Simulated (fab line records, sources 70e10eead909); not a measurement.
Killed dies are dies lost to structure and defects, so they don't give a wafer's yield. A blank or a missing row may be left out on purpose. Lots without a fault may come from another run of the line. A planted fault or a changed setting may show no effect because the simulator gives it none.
fab line records | flow nand_harc
record lots=7 wafers=18 last_day=33
route steps=1302 shown P_START@1 P_ZERO_WELL@2 END@1302
lots that met no fault: from a run of the same line without faults
start_h: hours from the record's first day to the start of the lot's first wafer shown | wait_h: hours since the lot's step before | " the same as in the row above | L1.1+2: a row that stands for several wafers | - no value, or no start given | * or withheld: withheld | < > ~ a bound
route shown NAME@n: a module of which the file shows steps, and the number in the route of the first | usual: mean/standard deviation of fault-free wafers | same: alike in all rows | chamber/n: place in a boat | sites: the reading at each site | _std_site: their standard deviation | _edge_site: outer sites' mean less inner sites' | radius_mm: how far each site lies from the wafer's centre | mask NAME#n: copy n | behind: the tool/chamber that last shaped the wafer | hold: why the lot was held/for how many hours/how that ended | device: the transistor (n, p or np) that didn't switch | end of line: the same wafers' tests at the end of the route | a step without rows: its recipe alone | killed: dies lost to structure and defects at the first sort, not the wafer's yield | map: a wafer's dies, x killed, . not, _ none there
set.NAME: the setting as run; set.NAME@STEP: as run at that earlier step | model.NAME: the simulator's own value behind a step, which no gauge read
lots at some steps of the route; a table a step, a row a wafer
services: from which hour (start_h, from the record's first day; less than 0 if before it) a tool's chamber was out of use, for how many hours, and why
## steps
# step NHARC_P_START_INSPECT_01
# usual raw_defect_count=3.4/1.7
# columns lot.wafer tool chamber start_h wait_h raw_defect_count
L976.1 defect_inspect-02 - 90.03 - 7
L976.2 " - " " 5
L977.1 defect_inspect-02 - 100.04 - 5
L977.6 " - " " 2
L978.1 defect_inspect-01 - 110.04 - 5
L978.4 " - " " 5
L985.2 defect_inspect-01 - 180.04 - 5
L985.3 " - " " 2
L985.5 " - " " 4
L986.1 defect_inspect-02 - 190.04 - 3
L986.4 " - " " 4
L986.5 " - " " 7
L990.2 defect_inspect-02 - 230.05 - 6
L990.4 " - " " 3
L990.5 " - " " 3
L991.2 defect_inspect-02 - 240.04 - 5
L991.3 " - " " 2
L991.5 " - " " 1
# step NHARC_P_ZERO_WELL_PRECLEAN_00
# recipe time_s=600 temp_c=120 chemistry=SPM
# step NHARC_P_ZERO_WELL_SRD_01
# step NHARC_P_ZERO_WELL_PECVD_02
# recipe target_thk_a=100 temp_c=400 pressure_torr=6.5 rf_w=withheld teos_flow_sccm=withheld flow_sccm=2650 target_thk_nm=10 gas=O2 material=SiO2
# step NHARC_P_ZERO_WELL_DEHYDRATE_03
# recipe temp_c=150 time_s=120
# step NHARC_P_ZERO_WELL_HMDS_04
# recipe time_s=30
# step NHARC_P_ZERO_WELL_COAT_64
# recipe temp_c=200 time_s=65
# step NHARC_P_ZERO_WELL_COAT_05
# recipe spin_rpm=2000 resist_thk_nm=600
# step NHARC_P_ZERO_WELL_SOFTBAKE_06
# recipe temp_c=125 time_s=70
# usual heater_power_total_W=201.0/1.3
# columns lot.wafer tool chamber start_h wait_h heater_power_total_W
L976.1 litho_track-05 0 90 - 226.7
L976.2 " 0 " " 202.6
L977.1 litho_track-05 0 100 - 225.2
L977.6 " 0 " " 223.1
L978.1 litho_track-05 0 110 - 226.7
L978.4 " 0 " " 202.8
L985.2 litho_track-07 0 180 - 200.4
L985.3 " 0 " " 198.8
L985.5 " 0 " " 202.5
L986.1 litho_track-03 0 190 - 201.2
L986.4 " 0 " " 200.4
L986.5 " 0 " " 202.0
L990.2 litho_track-05 0 230 - 200.9
L990.4 " 0 " " 200.9
L990.5 " 0 " " 200.0
L991.2 litho_track-07 0 240 - 200.7
L991.3 " 0 " " 202.6
L991.5 " 0 " " 201.3
# step NHARC_P_ZERO_WELL_EBR_07
# step NHARC_END_SORT_01
# recipe temp_c=25
# usual killed_at_array=59/20 killed_at_other=0.8/1.2 killed_at_periphery=3.5/2.2 killed_dies=63/20 killed_open=3.3/1.8 killed_short=2.6/1.7
# same gross_dies=677
# columns lot.wafer tool chamber start_h wait_h killed_at_array killed_at_other killed_at_periphery killed_dies killed_open killed_short
L976.1 prober-02 0 634.83 2.5 81 0 3 84 5 4
L976.2 prober-02 0 635.63 2.8 82 0 2 84 2 1
L977.6 prober-01 0 646.68 4.0 33 1 3 37 2 4
L985.2 prober-02 0 710.77 2.8 73 1 6 80 5 3
L985.3 prober-02 0 711.57 3.1 63 0 6 69 5 4
L985.5 prober-02 0 713.17 3.7 76 0 6 82 4 2
# killed by level:class
L976.1 A_SLIT:chamber_film_flake=37 A_CHANNEL_HOLE_D1:chamber_film_flake=27 A_CHANNEL_HOLE_D2:chamber_film_flake=7 A_WL_FILL:chamber_film_flake=2 A_CONTACT:chamber_film_flake=2 P_CONTACT:geometric_particle:short=1 P_CONTACT:geometric_particle:open=1 P_M2:geometric_particle:short=1
L976.2 A_CHANNEL_HOLE_D1:chamber_film_flake=35 A_SLIT:chamber_film_flake=31 A_CHANNEL_HOLE_D2:chamber_film_flake=9 A_WL_FILL:chamber_film_flake=2 A_CONTACT:chamber_film_flake=2 P_CONTACT:geometric_particle:open=1 A_CHANNEL_FILL_D1:geometric_particle:open=1 A_CHANNEL_HOLE_D2:geometric_particle:short=1
L977.6 A_CHANNEL_HOLE_D2:chamber_film_flake=19 A_CHANNEL_FILL_D2:chamber_film_flake=4 A_CHANNEL_HOLE_D1:chamber_film_flake=3 A_CHANNEL_FILL_D2:geometric_particle:short=2 P_M0:geometric_particle:short=1 P_M0:geometric_particle:open=1 A_CHANNEL_FILL_D2:geometric_particle:open=1 P_ZERO_WELL:chamber_film_flake=1
L985.2 A_CHANNEL_HOLE_D2:chamber_film_flake=19 A_SLIT:chamber_film_flake=19 A_CHANNEL_HOLE_D1:chamber_film_flake=11 A_STAIRCASE:chamber_film_flake=11 A_CONTACT:chamber_film_flake=4 P_GATE:chamber_film_flake=3 P_M2:geometric_particle:open=1 A_SOURCE_PLATE:geometric_particle:short=1
L985.3 A_SLIT:chamber_film_flake=26 A_CHANNEL_HOLE_D2:chamber_film_flake=17 A_CONTACT:chamber_film_flake=8 A_STAIRCASE:chamber_film_flake=4 A_CHANNEL_HOLE_D1:chamber_film_flake=3 A_CHANNEL_FILL_D2:geometric_particle:short=2 A_M0:geometric_particle:open=2 P_GATE:chamber_film_flake=2
L985.5 A_SLIT:chamber_film_flake=28 A_CHANNEL_HOLE_D2:chamber_film_flake=23 A_CHANNEL_HOLE_D1:chamber_film_flake=9 A_STAIRCASE:chamber_film_flake=6 A_CONTACT:chamber_film_flake=5 A_M0:geometric_particle:open=3 P_M2:chamber_film_flake=3 P_CONTACT:geometric_particle:short=1
## services
# columns tool chamber start_h hours kind
litho_track-07 - 76.00 7.0 pm
litho_track-03 - 100.00 7.0 pm
litho_track-05 - 124.00 7.0 pm
## key
first_sign step=NHARC_P_ZERO_WELL_SOFTBAKE_06 reading=heater_power_total_W direction=up sigmas=19 usual=* struck=*
effect none on later readings
met_at NHARC_P_ZERO_WELL_SOFTBAKE_06
struck_wafers L976.1,L977.1,L977.6,L978.1
tester_left_out L976,L977,L978
fault kind=process_parameter_drift tool=litho_track-05 chamber=- onset_h=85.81 steps=NHARC_P_ZERO_WELL_SOFTBAKE_06 channel=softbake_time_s offset=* shape=step end_h=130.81 scope=struck_wafers_only acts_in=* stated=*
# tester_left_out: of these lots the tester's yield and bins aren't shown, on N5 and GAA mostly nor the transistor test; their killed dies are dies lost to structure and defects alone, not to doping, threshold or leakage, so they don't give the yield
